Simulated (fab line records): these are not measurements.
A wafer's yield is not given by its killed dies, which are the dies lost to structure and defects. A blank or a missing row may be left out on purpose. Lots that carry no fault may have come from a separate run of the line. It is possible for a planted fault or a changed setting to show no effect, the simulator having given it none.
The same fault as seen by 3 desks    flow nand_harc    what lay behind the numbers comes last; until then each desk has only its own

THE DEFECT DESK
Inspection counts along the route, by lot: the mean over sampled wafers that carry a number. The brackets show how far a lot's mean lies from the usual mean; more than 4 standard deviations puts the lot out of limits, marked OUT.
Columns: A = raw_defect_count at NHARC_P_GATE_INSPECT_68, usual 202
lot   first seen here  A
L318  day 5 14:02      223
L320  day 6 12:11      145
L321  day 6 17:44      254
L324  day 8 00:29      137
L325  day 8 21:47      220
L326  day 9 03:29      119
L327  day 9 07:16      244
L330  day 10 17:32     254
L331  day 10 21:30     383
L338  day 14 00:12     307
L339  day 14 07:04     267
Finding of this desk: none of the 11 lots has anything out of limits.

AT THE METROLOGY DESK
What the gauges read, lot by lot, whatever tool the lot ran on: means of the sampled wafers that have a number. The brackets show how far a lot's mean lies from the usual mean; more than 4 standard deviations puts the lot out of limits, marked OUT.
Columns: A = cd_nm at NHARC_P_GATE_CD_MEAS_46, usual 719.8 nm
lot   first seen here  A
L318  day 5 07:35      720.5
L320  day 6 05:11      716.1
L321  day 6 10:55      719.1
L324  day 7 17:55      720.2
L325  day 8 15:22      719.0
L326  day 8 20:47      718.1
L327  day 9 00:50      718.4
L330  day 10 10:44     719.4
L331  day 10 14:59     720.9
L338  day 13 17:31     720.9
L339  day 14 00:31     720.6
Finding of this desk: none of the 11 lots has anything out of limits.

FOR THE TOOL OWNER'S DESK: rie_diel-03
The tool's own readings at NHARC_P_GATE_ETCHBACK_37 (etches the open film in CHF3/O2, target depth 34.5 nm, time 17.2 s): means of the sampled wafers that have a number, for each lot that ran on this tool. The brackets show how far a lot's mean lies from the usual mean; more than 4 standard deviations puts the lot out of limits, marked OUT.
Columns: A = drypump_motor_current_A at NHARC_P_GATE_ETCHBACK_37, usual 5.7 A; B = o2_flow_sccm at NHARC_P_GATE_ETCHBACK_37, usual 9.998 sccm; C = oes_product_au at NHARC_P_GATE_ETCHBACK_37, usual 0.95 a.u.; D = rf_vpp_V at NHARC_P_GATE_ETCHBACK_37, usual 371.5 V; E = showerhead_plenum_p_Torr at NHARC_P_GATE_ETCHBACK_37, usual 2.44 Torr; F = throttle_valve_pct at NHARC_P_GATE_ETCHBACK_37, usual 20.572 %
lot   first seen here  A    B       C     D      E     F
L324  day 7 17:02      5.3  9.992   0.93  371.1  2.45  20.569
L325  day 8 14:19      5.3  10.006  0.93  372.1  2.45  20.571
L326  day 8 19:46      5.2  10.015  0.92  373.3  2.50  20.570
L327  day 8 23:57      5.4  9.998   0.95  371.4  2.46  20.569
L330  day 10 09:43     5.2  9.998   0.93  372.9  2.50  20.578
L331  day 10 14:06     5.2  9.968   0.99  372.3  2.50  20.574
L338  day 13 16:29     5.3  10.014  0.94  371.2  2.45  20.571
Finding of this desk: none of the 7 lots has anything out of limits.

ALL TOGETHER
Nothing the defect desk looked at was out of limits.
From the metrology desk's view, nothing was out of limits.
The tool owner's desk saw nothing out of limits.

WHAT THE SIMULATOR PUT IN
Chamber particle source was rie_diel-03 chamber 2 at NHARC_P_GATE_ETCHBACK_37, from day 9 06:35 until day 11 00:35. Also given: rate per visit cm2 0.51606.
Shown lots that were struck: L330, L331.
